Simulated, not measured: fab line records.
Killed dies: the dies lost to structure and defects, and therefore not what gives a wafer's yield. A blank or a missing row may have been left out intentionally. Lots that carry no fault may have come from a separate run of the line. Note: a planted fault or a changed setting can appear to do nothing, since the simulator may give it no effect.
fab line records	flow n5-finfet	part 1 of 2: steps 1 to 4 of 6
[record] lots = 20	wafers = 60	last-day = 17
route steps=1938 shown HKMG_FIN@458 GATE_CUT@490
lots untouched by any fault: they come from a run of this same line in which no faults occurred
start-h: the number of hours between the record's first day and the start of the first shown wafer of the lot	wait-h: hours elapsed since this lot's preceding step	" the same as in the row above	L1.1+2: a row that stands for several wafers	- value missing, or start not given	* or withheld: withheld	< > ~ a bound
route shown NAME@n: names a module that has steps shown in the file, with the first one's number in the route	usual: the fault-free wafers' mean and standard deviation	same: alike in all rows	chamber/n: place in a boat	sites: readings site by site	_std_site: the values' standard deviation	_edge_site: inner sites' mean taken away from outer sites' mean	radius-mm: how far each site lies from the wafer's centre	mask NAME#n: copy n	behind: the tool/chamber that last shaped the wafer	hold: the reason the lot was held/the length of the hold in hours/how it ended	device: transistor that didn't switch, given as n, p or np	end of line: the route-end tests of the same wafers	a step without rows: its recipe alone	killed: at the first sort, the dies lost to defects and structure; wafer yield is something else	map: dies across one wafer; x = killed, . = not, _ = none there
set.NAME: the run value of the setting; set.NAME@STEP: its run value at that earlier step	model.NAME: the simulator's own value behind a step, which no gauge read
route steps across a sampled set of lots; one table per step, one row per wafer
services: from which hour (start-h, from the record's first day; less than 0 if before it) a tool's chamber was out of use, for how many hours, and why
[[steps]]
[step N5_HKMG_FIN_W_FILL_22]
[recipe] material = W	target-thk-a = 600	temp-c = 400	pressure-torr = 39.4	time-s = 18.2
[usual] chamber-pressure-Torr = 39.41/0.087	heater-power-w = 859/44	susceptor-temp-C = 399.99/0.21	throttle-valve-pct = 18.6/0.75
lot.wafer	tool	chamber	start-h	wait-h	chamber-pressure-Torr	heater-power-w	susceptor-temp-C	throttle-valve-pct
L075.4	cvd-w-01	1	84.50	0.0	39.37	906	399.90	18.6
L075.5	"	0	"	"	39.32	886	400.36	20.2
L075.6	"	1	"	"	39.44	903	399.77	18.1
L076.2	cvd-w-02	1	91.66	0.0	39.39	858	400.10	18.6
L076.3	"	0	"	"	39.42	802	400.10	18.0
L076.6	"	0	"	"	39.49	795	400.13	18.0
L078.2	cvd-w-01	0	105.83	0.1	39.45	903	399.87	19.9
L078.3	"	0	"	"	39.56	918	399.85	19.8
L078.4	"	0	"	"	39.54	893	399.91	19.9
L079.1	cvd-w-02	0	111.98	0.0	39.35	816	400.47	18.3
L079.2	"	1	"	"	39.44	850	399.85	18.6
L079.6	"	0	"	"	39.53	802	400.35	17.7
L080.1	cvd-w-02	1	114.22	0.0	39.31	859	400.03	18.4
L080.3	"	0	"	"	39.53	793	400.39	18.0
L080.4	"	1	"	"	39.24	854	400.11	18.2
L081.1	cvd-w-02	1	122.31	0.0	39.44	839	400.20	18.2
L081.3	"	1	"	"	39.26	888	399.87	18.4
L081.6	"	1	"	"	39.31	850	399.92	18.3
L082.1	cvd-w-02	0	126.35	0.0	39.45	785	400.13	18.0
L082.3	"	1	"	"	39.42	846	400.07	18.3
L082.4	"	0	"	"	39.57	789	400.29	18.1
L084.2	cvd-w-02	1	137.34	0.0	39.41	856	400.32	18.5
L084.3	"	0	"	"	39.43	816	399.93	17.9
L084.6	"	1	"	"	39.46	871	400.52	18.5
L085.2	cvd-w-02	0	146.95	0.0	39.45	810	400.51	18.1
L085.4	"	0	"	"	39.42	824	400.33	18.3
L085.5	"	0	"	"	39.41	793	400.50	17.8
L087.3	cvd-w-02	0	156.85	0.0	39.36	819	399.82	18.0
L087.5	"	0	"	"	39.52	810	399.51	18.2
L087.6	"	1	"	"	39.32	881	399.85	18.5
L088.1	cvd-w-02	0	162.68	0.0	39.25	815	399.94	18.3
L088.5	"	0	"	"	39.28	813	400.09	18.2
L088.6	"	1	"	"	39.35	863	399.85	18.2
L089.1	cvd-w-01	1	167.89	0.0	39.39	879	399.72	18.8
L089.2	"	0	"	"	39.34	913	400.05	20.1
L089.3	"	0	"	"	39.29	901	400.07	20.3
L090.1	cvd-w-02	1	176.61	0.0	39.34	864	400.17	18.5
L090.3	"	1	"	"	39.41	877	400.19	18.5
L090.5	"	0	"	"	39.50	798	399.75	18.2
L091.2	cvd-w-02	1	179.02	0.0	39.46	860	400.04	18.6
L091.5	"	1	"	"	39.33	879	399.85	18.6
L091.6	"	0	"	"	39.42	799	400.13	18.0
L092.1	cvd-w-01	0	185.30	0.0	39.53	924	400.05	20.2
L092.2	"	1	"	"	39.47	926	399.74	18.6
L092.4	"	0	"	"	39.39	915	400.09	20.4
L093.2	cvd-w-01	0	190.65	0.0	39.59	915	399.98	20.1
L093.3	"	1	"	"	39.51	898	399.95	18.4
L093.4	"	0	"	"	39.36	917	400.02	20.1
L094.3	cvd-w-01	1	201.95	0.0	39.30	889	399.97	18.6
L094.4	"	0	"	"	39.47	908	399.95	20.3
L094.6	"	0	"	"	39.52	935	399.92	20.3
L095.2	cvd-w-02	0	205.28	0.0	39.46	792	400.04	18.1
L095.5	"	1	"	"	39.47	850	400.02	18.7
L095.6	"	0	"	"	39.29	815	399.48	18.0
L096.4	cvd-w-01	0	213.55	0.0	39.34	925	399.82	20.4
L096.5	"	1	"	"	39.39	906	399.95	18.5
L096.6	"	0	"	"	39.21	906	400.33	20.3
L097.2	cvd-w-02	0	221.42	0.0	39.29	808	399.69	18.0
L097.4	"	1	"	"	39.46	851	399.99	18.6
L097.6	"	0	"	"	39.38	777	400.31	17.9
[step N5_GATE_CUT_DESCUM_18]
[recipe] chemistry = O2	time-s = 7	source-power-w = 50	bias-power-w = 20	pressure-mtorr = 20	rf-frequency-hz = 2.712e+07	temp-c = 40	resist = CAR-EUV	o2-flow-sccm = 225
[usual] drypump-motor-current-A = 5.6/0.52	o2-flow-sccm = 225.0/0.67	oes-product-au = 0.78/0.08	rf-vpp-V = 242.9/1.6	showerhead-plenum-p-Torr = 2.08/0.086	throttle-valve-pct = 20.52/0.25
lot.wafer	tool	chamber	start-h	wait-h	drypump-motor-current-A	o2-flow-sccm	oes-product-au	rf-hours-counter-h	rf-vpp-V	showerhead-plenum-p-Torr	throttle-valve-pct
L075.4	rie-diel-02	3	89.37	0.1	6.0	224.4	0.69	228	242.4	2.14	20.44
L075.5	"	2	"	"	5.6	225.6	0.89	-	241.9	2.04	20.39
L075.6	"	3	"	"	6.0	224.9	0.68	-	243.9	2.14	20.44
L076.2	rie-diel-06	0	96.20	0.0	6.2	224.7	0.73	196	242.0	1.98	20.75
L076.3	"	1	"	"	5.4	224.3	0.83	70	245.2	2.19	20.14
L076.6	"	3	"	"	4.8	225.3	0.88	-	243.6	2.12	20.39
L078.2	rie-diel-06	1	110.55	0.1	5.4	225.5	0.81	76	245.8	2.19	20.16
L078.3	"	3	"	"	4.8	225.5	0.88	70	242.3	2.12	20.40
L078.4	"	0	"	"	6.2	224.5	0.73	201	242.3	1.97	20.74
L079.1	rie-diel-06	0	116.94	0.1	6.3	225.6	0.72	204	240.2	1.97	20.75
L079.2	"	1	"	"	5.4	224.5	0.80	78	245.5	2.19	20.15
L079.6	"	0	"	"	6.2	224.9	0.73	-	242.5	1.97	20.76
L080.1	rie-diel-02	1	118.74	0.0	5.4	224.9	0.72	211	242.1	2.08	20.95
L080.3	"	3	"	"	6.0	225.5	0.67	238	244.2	2.14	20.46
L080.4	"	2	"	"	5.7	225.2	0.87	55	242.5	2.04	20.40
L081.1	rie-diel-02	1	127.06	0.0	5.4	224.4	0.73	214	243.2	2.08	20.93
L081.3	"	3	"	"	6.0	226.0	0.68	240	244.3	2.14	20.47
L081.6	"	2	"	"	5.6	224.4	0.87	-	242.0	2.03	20.40
L082.1	rie-diel-02	0	131.07	0.0	5.7	224.5	0.76	126	239.1	1.94	20.71
L082.3	"	2	"	"	5.6	224.8	0.86	59	242.0	2.03	20.39
L082.4	"	3	"	"	6.0	225.1	0.67	241	245.2	2.14	20.45
L084.2	rie-diel-02	2	142.27	0.0	5.7	224.1	0.87	62	242.1	2.03	20.41
L084.3	"	3	"	"	6.1	225.4	0.68	245	245.3	2.14	20.47
L084.6	"	2	"	"	5.7	224.5	0.87	-	243.4	2.03	20.40
L085.2	rie-diel-02	1	151.79	0.2	5.4	224.7	0.72	221	244.2	2.08	20.95
L085.4	"	3	"	"	6.0	224.5	0.66	248	243.6	2.14	20.47
L085.5	"	3	"	"	6.0	224.8	0.67	-	244.2	2.14	20.47
L087.3	rie-diel-03	2	161.90	0.4	5.3	224.4	0.87	37	240.9	2.05	20.54
L087.5	"	2	"	"	5.3	224.7	0.89	-	243.2	2.05	20.54
L087.6	"	0	"	"	5.9	224.1	0.68	-	244.4	2.18	20.44
L088.1	rie-diel-02	1	167.20	0.0	5.5	224.8	0.71	228	242.2	2.07	20.96
L088.5	"	1	"	"	5.5	223.9	0.71	-	243.1	2.07	20.96
L088.6	"	0	"	"	5.7	226.6	0.75	-	240.0	1.94	20.74
L089.1	rie-diel-03	2	176.17	0.0	5.2	224.8	0.87	41	242.6	2.05	20.55
L089.2	"	3	"	"	6.5	224.7	0.70	230	241.3	1.98	20.58
L089.3	"	1	"	"	5.0	225.4	0.89	25	245.7	2.22	20.12
L090.1	rie-diel-06	1	181.26	0.0	5.3	225.8	0.79	98	243.4	2.18	20.20
L090.3	"	3	"	"	4.8	226.4	0.84	93	243.2	2.11	20.45
L090.5	"	1	"	"	5.4	224.4	0.79	-	244.7	2.18	20.20
L091.2	rie-diel-06	3	183.67	0.0	4.8	225.2	0.84	94	244.0	2.11	20.45
L091.5	"	2	"	"	4.7	225.1	0.70	-	243.1	2.07	20.75
L091.6	"	1	"	"	5.4	224.1	0.79	-	244.1	2.18	20.19
L092.1	rie-diel-03	3	190.07	0.0	6.5	224.7	0.70	236	242.9	1.98	20.58
L092.2	"	1	"	"	5.0	225.2	0.87	31	245.6	2.22	20.13
L092.4	"	3	"	"	6.5	224.5	0.70	-	243.2	1.98	20.59
L093.2	rie-diel-06	3	196.04	0.3	4.8	225.2	0.84	97	243.3	2.11	20.43
L093.3	"	2	"	"	4.7	225.6	0.70	232	242.5	2.06	20.77
L093.4	"	0	"	"	6.2	223.4	0.71	224	241.2	1.97	20.80
L094.3	rie-diel-03	2	206.76	0.0	5.2	226.2	0.86	55	242.5	2.05	20.59
L094.4	"	3	"	"	6.4	225.1	0.69	-	242.3	1.98	20.60
L094.6	"	1	"	"	5.0	224.7	0.88	-	245.6	2.22	20.13
L095.2	rie-diel-03	1	209.95	0.0	5.0	225.5	0.88	40	245.7	2.22	20.15
L095.5	"	1	"	"	5.0	224.5	0.88	-	245.6	2.22	20.14
L095.6	"	3	"	"	6.4	224.6	0.70	-	241.8	1.98	20.60
L096.4	rie-diel-06	3	218.09	0.0	4.7	222.8	0.83	104	243.2	2.10	20.47
L096.5	"	0	"	"	6.2	224.6	0.70	-	241.8	1.97	20.79
L096.6	"	1	"	"	5.4	224.5	0.79	-	244.5	2.18	20.19
L097.2	rie-diel-02	3	226.19	0.0	6.0	224.7	0.94	14	244.3	2.13	20.05
L097.4	"	1	"	"	5.5	224.6	0.69	244	241.0	2.07	20.97
L097.6	"	2	"	"	5.7	226.0	0.82	-	242.7	2.02	20.44
[step N5_GATE_CUT_CUT_ETCH_53]
[recipe] chemistry = SF6/Cl2	target = W	mask-material = SiO2	target-depth-a = 792	pressure-mtorr = 8	icp-w = 900	bias-w = 80	SF6_flow_sccm = 40	Cl2_flow_sccm = 60	ends = cleared
[usual] SF6_flow_sccm = 39.99/0.11	drypump-motor-current-A = 5.95/0.24	etch-rf-on-time-s = 26.7/1.1	oes-product-au = 0.69/0.073	throttle-valve-pct = 29.1/0.37
lot.wafer	tool	chamber	start-h	wait-h	SF6_flow_sccm	drypump-motor-current-A	etch-rf-on-time-s	oes-product-au	rf-hours-counter-h	throttle-valve-pct
L075.4	rie-metal-02	1	89.79	0.1	39.96	5.66	28.2	0.55	-	29.8
L075.5	"	0	"	"	39.91	6.03	25.2	0.71	-	28.7
L075.6	"	1	"	"	39.88	5.66	28.1	0.55	-	29.8
L076.2	rie-metal-01	1	96.59	0.1	40.06	6.03	25.6	0.72	40	29.0
L076.3	"	1	"	"	39.96	6.02	25.7	0.72	-	29.0
L076.6	"	1	"	"	40.06	6.04	25.6	0.72	-	29.0
L078.2	rie-metal-02	0	110.96	0.1	39.99	6.10	25.6	0.69	-	28.7
L078.3	"	0	"	"	39.80	6.11	25.5	0.70	-	28.7
L078.4	"	0	"	"	40.06	6.06	25.3	0.70	-	28.7
L079.1	rie-metal-03	0	117.33	0.1	39.80	5.78	28.1	0.72	17	29.0
L079.2	"	1	"	"	40.06	5.58	27.1	0.74	24	29.0
L079.6	"	0	"	"	40.02	5.79	28.2	0.72	-	29.0
L080.1	rie-metal-02	0	119.13	0.1	40.11	6.01	24.8	0.71	53	28.7
L080.3	"	0	"	"	40.08	6.03	25.1	0.70	-	28.7
L080.4	"	1	"	"	40.15	5.65	28.3	0.54	-	29.8
L081.1	rie-metal-02	0	127.45	0.1	40.16	6.04	24.9	0.70	54	28.7
L081.3	"	1	"	"	40.13	5.66	27.8	0.55	-	29.8
L081.6	"	0	"	"	40.13	6.04	24.9	0.70	-	28.7
L082.1	rie-metal-02	0	131.47	0.1	39.91	6.03	25.4	0.69	54	28.7
L082.3	"	1	"	"	39.92	5.67	28.5	0.54	-	29.8
L082.4	"	0	"	"	39.78	6.05	25.6	0.68	-	28.7
L084.2	rie-metal-02	0	142.66	0.1	39.84	6.09	25.6	0.69	55	28.7
L084.3	"	1	"	"	39.95	5.67	28.1	0.54	-	29.8
L084.6	"	0	"	"	40.10	6.09	25.5	0.69	-	28.7
L085.2	rie-metal-01	0	152.19	0.1	39.99	6.32	26.8	0.78	12	29.1
L085.4	"	0	"	"	40.16	6.32	27.1	0.77	-	29.1
L085.5	"	1	"	"	39.99	6.00	25.7	0.70	-	29.0
L087.3	rie-metal-01	1	162.31	0.1	39.93	6.01	25.8	0.70	-	29.0
L087.5	"	0	"	"	39.90	6.30	27.1	0.78	-	29.1
L087.6	"	1	"	"	40.04	6.01	25.9	0.70	-	29.0
L088.1	rie-metal-02	0	167.60	0.1	40.05	6.02	25.4	0.69	58	28.7
L088.5	"	1	"	"	39.87	5.64	28.4	0.54	-	29.8
L088.6	"	0	"	"	40.15	6.04	25.6	0.68	-	28.7
L089.1	rie-metal-01	0	176.56	0.1	39.92	6.30	26.8	0.76	15	29.1
L089.2	"	1	"	"	39.97	6.04	26.0	0.69	47	29.0
L089.3	"	0	"	"	39.98	6.31	26.9	0.76	-	29.1
L090.1	rie-metal-03	1	181.65	0.1	39.99	5.56	27.5	0.72	28	29.0
L090.3	"	1	"	"	39.89	5.58	27.7	0.71	-	29.0
L090.5	"	0	"	"	39.99	5.79	28.3	0.71	-	29.0
L091.2	rie-metal-03	0	184.06	0.1	39.96	5.79	27.9	0.71	22	29.0
L091.5	"	1	"	"	39.82	5.59	27.4	0.72	-	29.0
L091.6	"	0	"	"	39.70	5.78	27.9	0.72	-	29.0
L092.1	rie-metal-01	0	190.46	0.1	39.91	6.31	26.9	0.76	16	29.1
L092.2	"	1	"	"	39.89	6.02	25.8	0.70	48	29.0
L092.4	"	1	"	"	39.89	6.02	25.9	0.69	-	29.0
L093.2	rie-metal-01	0	196.44	0.1	40.05	6.32	27.1	0.76	17	29.1
L093.3	"	1	"	"	40.18	6.03	26.5	0.68	-	29.0
L093.4	"	0	"	"	40.07	6.31	26.9	0.77	-	29.1
L094.3	rie-metal-01	1	207.18	0.1	39.83	6.01	25.7	0.69	-	29.0
L094.4	"	0	"	"	39.94	6.31	26.6	0.77	-	29.1
L094.6	"	0	"	"	40.21	6.32	26.8	0.76	-	29.1
L095.2	rie-metal-01	1	210.34	0.1	39.95	6.01	26.1	0.69	50	29.0
L095.5	"	0	"	"	40.00	6.31	27.2	0.76	-	29.1
L095.6	"	1	"	"	39.81	6.02	26.0	0.69	-	29.0
L096.4	rie-metal-03	0	218.50	0.1	39.98	5.80	27.9	0.71	-	29.0
L096.5	"	1	"	"	40.04	5.57	27.2	0.71	-	29.0
L096.6	"	0	"	"	40.02	5.77	27.8	0.71	-	29.0
L097.2	rie-metal-02	0	226.58	0.1	40.06	6.07	25.4	0.68	62	28.7
L097.4	"	0	"	"	40.00	6.03	25.4	0.67	-	28.7
L097.6	"	1	"	"	39.99	5.67	28.1	0.54	-	29.8
[step N5_GATE_CUT_CUT_ETCH_54]
[recipe] chemistry = Cl2/BCl3	target = TiN	mask-material = SiO2	target-depth-a = 967	pressure-mtorr = 10	icp-w = 1000	bias-w = 126	Cl2_flow_sccm = 53.25	bcl3-flow-sccm = 21.75	Ar_flow_sccm = 25	ends = cleared
[usual] drypump-motor-current-A = 5.95/0.24	etch-rf-on-time-s = 37.2/1.5	mfc-ar-sccm = 25.01/0.072	oes-product-au = 0.69/0.073	throttle-valve-pct = 22.4/0.33
lot.wafer	tool	chamber	start-h	wait-h	drypump-motor-current-A	etch-rf-on-time-s	mfc-ar-sccm	oes-product-au	rf-hours-counter-h	throttle-valve-pct
L075.4	rie-metal-02	1	89.85	0.0	5.67	39.2	25.00	0.55	-	23.1
L075.5	"	0	"	"	6.08	34.9	25.04	0.72	-	22.1
L075.6	"	1	"	"	5.67	38.8	24.92	0.56	-	23.1
L076.2	rie-metal-01	1	96.65	0.0	6.00	36.2	25.10	0.71	40	22.2
L076.3	"	1	"	"	6.01	36.2	25.00	0.71	-	22.2
L076.6	"	1	"	"	6.00	36.2	24.92	0.71	-	22.2
L078.2	rie-metal-02	0	111.08	0.1	6.06	34.7	25.07	0.70	-	22.1
L078.3	"	0	"	"	6.05	34.9	25.15	0.71	-	22.1
L078.4	"	0	"	"	6.09	34.6	25.05	0.71	-	22.1
L079.1	rie-metal-03	0	117.39	0.0	5.80	38.9	25.12	0.73	17	22.4
L079.2	"	1	"	"	5.58	38.1	25.01	0.74	24	22.3
L079.6	"	0	"	"	5.80	39.1	25.02	0.73	-	22.4
L080.1	rie-metal-02	0	119.19	0.0	6.03	35.6	24.95	0.69	53	22.1
L080.3	"	0	"	"	6.04	35.5	25.08	0.70	-	22.1
L080.4	"	1	"	"	5.68	39.5	25.09	0.54	-	23.1
L081.1	rie-metal-02	0	127.51	0.0	6.09	35.5	24.93	0.70	54	22.1
L081.3	"	1	"	"	5.64	39.3	24.90	0.55	-	23.1
L081.6	"	0	"	"	6.07	35.2	25.05	0.70	-	22.1
L082.1	rie-metal-02	0	131.53	0.0	6.01	35.3	24.97	0.69	54	22.1
L082.3	"	1	"	"	5.66	38.9	25.10	0.55	-	23.1
L082.4	"	0	"	"	6.06	35.2	25.00	0.70	-	22.1
L084.2	rie-metal-02	0	142.72	0.0	6.05	36.1	24.93	0.68	55	22.1
L084.3	"	1	"	"	5.66	39.6	25.00	0.54	-	23.1
L084.6	"	0	"	"	6.06	35.9	24.96	0.69	-	22.1
L085.2	rie-metal-01	0	152.25	0.0	6.32	37.5	25.01	0.78	12	22.4
L085.4	"	0	"	"	6.31	37.2	24.98	0.78	-	22.4
L085.5	"	1	"	"	6.02	36.0	24.98	0.71	-	22.2
L087.3	rie-metal-01	1	162.37	0.0	6.04	36.0	25.10	0.70	-	22.2
L087.5	"	0	"	"	6.31	37.1	24.92	0.77	-	22.4
L087.6	"	1	"	"	6.03	36.0	25.05	0.70	-	22.2
L088.1	rie-metal-02	0	167.66	0.0	6.01	35.5	25.09	0.69	58	22.1
L088.5	"	1	"	"	5.64	39.2	24.99	0.55	-	23.1
L088.6	"	0	"	"	6.06	35.6	25.02	0.68	-	22.1
L089.1	rie-metal-01	0	176.62	0.0	6.32	37.4	25.03	0.77	15	22.4
L089.2	"	1	"	"	6.01	36.1	24.98	0.70	47	22.2
L089.3	"	0	"	"	6.31	37.5	25.01	0.77	-	22.4
L090.1	rie-metal-03	1	181.71	0.0	5.55	38.6	25.02	0.72	29	22.3
L090.3	"	1	"	"	5.57	38.3	24.98	0.73	-	22.3
L090.5	"	0	"	"	5.77	39.1	25.07	0.71	-	22.4
L091.2	rie-metal-03	0	184.12	0.0	5.78	38.7	24.94	0.71	22	22.4
L091.5	"	1	"	"	5.60	37.6	24.99	0.73	-	22.3
L091.6	"	0	"	"	5.78	38.7	24.93	0.72	-	22.4
L092.1	rie-metal-01	0	190.52	0.0	6.31	37.3	25.05	0.76	16	22.4
L092.2	"	1	"	"	6.02	36.5	24.95	0.69	48	22.2
L092.4	"	1	"	"	6.00	36.2	24.87	0.69	-	22.2
L093.2	rie-metal-01	0	196.50	0.0	6.29	37.0	25.02	0.77	17	22.4
L093.3	"	1	"	"	6.01	36.3	25.03	0.69	-	22.2
L093.4	"	0	"	"	6.30	37.1	24.94	0.77	-	22.4
L094.3	rie-metal-01	1	207.24	0.0	6.05	36.1	25.08	0.69	-	22.2
L094.4	"	0	"	"	6.32	37.4	24.99	0.77	-	22.4
L094.6	"	0	"	"	6.31	37.8	24.99	0.75	-	22.4
L095.2	rie-metal-01	1	210.40	0.0	6.03	36.3	25.06	0.69	50	22.2
L095.5	"	0	"	"	6.32	37.6	25.13	0.75	-	22.4
L095.6	"	1	"	"	6.03	36.3	25.07	0.68	-	22.2
L096.4	rie-metal-03	0	218.56	0.0	5.79	38.9	24.95	0.71	-	22.4
L096.5	"	1	"	"	5.58	38.3	25.06	0.71	-	22.3
L096.6	"	0	"	"	5.80	39.1	25.12	0.70	-	22.4
L097.2	rie-metal-02	0	226.64	0.0	6.04	36.0	24.95	0.67	62	22.1
L097.4	"	0	"	"	6.05	36.0	24.82	0.67	-	22.1
L097.6	"	1	"	"	5.67	39.7	25.05	0.53	-	23.1
